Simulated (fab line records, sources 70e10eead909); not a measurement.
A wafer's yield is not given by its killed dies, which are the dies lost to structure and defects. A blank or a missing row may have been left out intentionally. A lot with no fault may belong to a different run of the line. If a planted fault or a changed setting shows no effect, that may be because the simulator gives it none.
What tool caused it? + flow nand-harc + at 1 step of a route of 1159, 6 lots with 18 wafers sampled

WHAT THE GAUGES SHOWED, per wafer
NHARC_P_GATE_CD_MEAS_59: the cd target is 720 nm.
| lot  | measured     | on        | cd-nm (nm)        |
|------|--------------|-----------|-------------------|
| L368 | day 5 10:05  | cd-sem-01 | 718.0 720.5 720.8 |
| L370 | day 6 00:44  | cd-sem-02 | 718.1 716.8 718.7 |
| L378 | day 7 18:31  | cd-sem-03 | 718.4 720.1 717.9 |
| L381 | day 8 10:59  | cd-sem-03 | 718.0 717.2 717.7 |
| L385 | day 9 13:20  | cd-sem-01 | 717.9 719.0 718.1 |
| L390 | day 10 21:25 | cd-sem-01 | 720.5 718.1 718.4 |

WHAT TOOL EACH LOT RAN ON (gives the tool, then ch and the chambers of the sampled wafers, and finally the start)
Before these readings, the record contains no process step.

THE ANSWER, worked out from the rows above alone
Rule: the lots themselves supply what counts as usual. The widest of any qualifying gaps counts: lots, ordered by their means at a reading, are off when they make up no more than a third of the lots, leave a main group of 4 or more, and stand apart from it by 3 or more times the standard deviation of that group's means. A main group whose means are all the same, to the digits that the tables above print for the reading, isn't used. Also off: a lot with no number at a reading for which 4 or more lots have one. Any other lot the step has rows for is counted as sound.
No lot is off at any reading shown: from this, nothing can be told.

WHAT WAS PUT IN BY THE SIMULATOR
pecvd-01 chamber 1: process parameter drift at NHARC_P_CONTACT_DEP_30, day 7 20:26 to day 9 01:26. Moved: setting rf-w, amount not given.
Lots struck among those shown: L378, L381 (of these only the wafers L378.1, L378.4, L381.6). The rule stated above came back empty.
